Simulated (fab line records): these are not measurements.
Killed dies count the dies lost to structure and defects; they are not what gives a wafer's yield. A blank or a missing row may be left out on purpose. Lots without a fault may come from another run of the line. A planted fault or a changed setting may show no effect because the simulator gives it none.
Chamber matching + flow n5_finfet + N5_BEOL_M1_DESCUM_16 on rie_diel-03: 4 sister chambers
The step chemistry O2, time 7 s. 20 wafers are shown with their chamber, then 10 later ones without.

## EACH WAFER AND ITS CHAMBER
| wafer  | chamber | drypump_motor_current_A (A) | showerhead_plenum_p_Torr (Torr) | throttle_valve_pct (%) |
|--------|---------|-----------------------------|---------------------------------|------------------------|
| L074.3 | 1       | 6.1                         | 2.06                            | 20.26                  |
| L074.4 | 0       | 5.4                         | 1.94                            | 20.46                  |
| L074.6 | 0       | 5.4                         | 1.94                            | 20.45                  |
| L075.3 | 3       | 5.3                         | 1.98                            | 20.40                  |
| L075.4 | 2       | 5.4                         | 1.94                            | 20.24                  |
| L075.5 | 3       | 5.3                         | 1.98                            | 20.40                  |
| L076.2 | 1       | 6.1                         | 2.06                            | 20.28                  |
| L076.5 | 2       | 5.4                         | 1.94                            | 20.26                  |
| L076.6 | 3       | 5.3                         | 1.98                            | 20.42                  |
| L077.1 | 3       | 5.3                         | 1.98                            | 20.40                  |
| L077.4 | 1       | 6.1                         | 2.06                            | 20.29                  |
| L077.5 | 0       | 5.4                         | 1.94                            | 20.48                  |
| L081.1 | 0       | 5.5                         | 1.93                            | 20.47                  |
| L081.3 | 1       | 6.1                         | 2.06                            | 20.27                  |
| L081.4 | 2       | 5.4                         | 1.94                            | 20.26                  |
| L086.2 | 2       | 5.4                         | 1.93                            | 20.27                  |
| L086.3 | 3       | 5.3                         | 1.98                            | 20.44                  |
| L086.6 | 0       | 5.4                         | 1.93                            | 20.48                  |
| L087.2 | 2       | 5.4                         | 1.93                            | 20.28                  |
| L087.4 | 0       | 5.5                         | 1.93                            | 20.49                  |

SIGNATURES (averages over the wafers above)
| reading                  | chamber 0 | chamber 1 | chamber 2 | chamber 3 | scatter within a chamber |
|--------------------------|-----------|-----------|-----------|-----------|--------------------------|
| drypump_motor_current_A  | 5.433     | 6.100     | 5.400     | 5.300     | 0.0289                   |
| showerhead_plenum_p_Torr | 1.9350    | 2.0600    | 1.9360    | 1.9800    | 0.00411                  |
| throttle_valve_pct       | 20.4717   | 20.2750   | 20.2620   | 20.4120   | 0.0153                   |
Rule: distance of a wafer from a chamber = root of the sum over the readings of ((wafer's reading minus chamber's mean) / reading's scatter) squared. The wafer belongs to the nearest chamber; if the next one is less than 2 further off, it can't be placed. How the scatter is found: for the shown wafers, subtract from each reading the mean of its chamber, square and add these, divide the total by (wafers less chambers), then take the root.

## WAFERS WHOSE CHAMBER IS MISSING
| wafer  | drypump_motor_current_A (A) | showerhead_plenum_p_Torr (Torr) | throttle_valve_pct (%) |
|--------|-----------------------------|---------------------------------|------------------------|
| L087.5 | 5.4                         | 1.93                            | 20.30                  |
| L092.1 | 6.1                         | 2.05                            | 20.30                  |
| L092.2 | 5.5                         | 1.93                            | 20.50                  |
| L092.4 | 5.3                         | 1.97                            | 20.45                  |
| L094.2 | 5.4                         | 1.93                            | 20.30                  |
| L094.4 | 5.5                         | 1.93                            | 20.52                  |
| L094.5 | 5.5                         | 1.93                            | 20.49                  |
| L095.4 | 5.3                         | 1.97                            | 20.45                  |
| L095.5 | 6.1                         | 2.05                            | 20.32                  |
| L095.6 | 5.4                         | 1.93                            | 20.29                  |

## EACH ONE'S CHAMBER
| wafer  | from the rows above | in truth |
|--------|---------------------|----------|
| L087.5 | 2                   | 2        |
| L092.1 | 1                   | 1        |
| L092.2 | 0                   | 0        |
| L092.4 | 3                   | 3        |
| L094.2 | 2                   | 2        |
| L094.4 | 0                   | 0        |
| L094.5 | 0                   | 0        |
| L095.4 | 3                   | 3        |
| L095.5 | 1                   | 1        |
| L095.6 | 2                   | 2        |
10 of 10 placed correctly. Number that these rows cannot place: 0. Number placed wrongly: 0.
